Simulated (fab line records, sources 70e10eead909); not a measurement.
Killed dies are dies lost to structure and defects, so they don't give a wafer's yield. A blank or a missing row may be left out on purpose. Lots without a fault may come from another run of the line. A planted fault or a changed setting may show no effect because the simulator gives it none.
Which tool did it? | flow nand_harc | 6 lots, 18 wafers sampled, at 2 steps of a route of 1302

WHAT THE GAUGES READ, wafer by wafer
NHARC_P_CONTACT_CD_MEAS_12: target cd 90 nm.
lot  | measured     | on        | cd_nm (nm)
L307 | day 6 18:53  | cd_sem-03 | 89.0 89.9 89.2
L308 | day 7 06:58  | cd_sem-01 | 90.5 90.9 90.1
L310 | day 7 18:19  | cd_sem-03 | 97.1 96.2 96.4
L318 | day 11 02:25 | cd_sem-03 | 89.8 89.7 90.4
L324 | day 13 15:37 | cd_sem-02 | 89.7 89.3 91.0
L327 | day 15 11:50 | cd_sem-03 | 90.8 91.1 90.8

WHICH TOOL RAN EACH LOT (tool, then ch and the chambers of the sampled wafers, then the start)
lot  | NHARC_P_CONTACT_EXPOSE_09
L307 | arfi_scanner-03 ch 0, day 6 18:45
L308 | arfi_scanner-03 ch 0, day 7 06:49
L310 | arfi_scanner-01 ch 0, day 7 18:10
L318 | arfi_scanner-01 ch 0, day 11 02:17
L324 | arfi_scanner-02 ch 0, day 13 15:28
L327 | arfi_scanner-02 ch 0, day 15 11:41
- NHARC_P_CONTACT_EXPOSE_09: exposes mask P CA, target cd 90 nm.

THE ANSWER, worked out from the rows above alone
Rule: what is usual is taken from the lots themselves. Put in order of their means at a reading, lots are off if they are a third of the lots or fewer, leave a main group of 4 or more, and stand apart from it by a gap of 3 or more times the standard deviation of the main group's means; of several such gaps the widest counts. A main group whose means are all the same, to the digits that the tables above print for the reading, isn't used. A lot without any number at a reading at which 4 lots or more have one is off too. The other lots that the step has rows for count as sound.
Off: L310, at NHARC_P_CONTACT_CD_MEAS_12 (cd_nm). The main group: mean 90.1 nm, standard deviation 0.52.
A tool fits if, at a process step before that reading, it ran every lot that is off, and no sound lot after the first of them. The gauges at NHARC_P_CONTACT_CD_MEAS_12 are tried like those tools. None of those tried fits.

WHAT THE SIMULATOR HAD PUT IN
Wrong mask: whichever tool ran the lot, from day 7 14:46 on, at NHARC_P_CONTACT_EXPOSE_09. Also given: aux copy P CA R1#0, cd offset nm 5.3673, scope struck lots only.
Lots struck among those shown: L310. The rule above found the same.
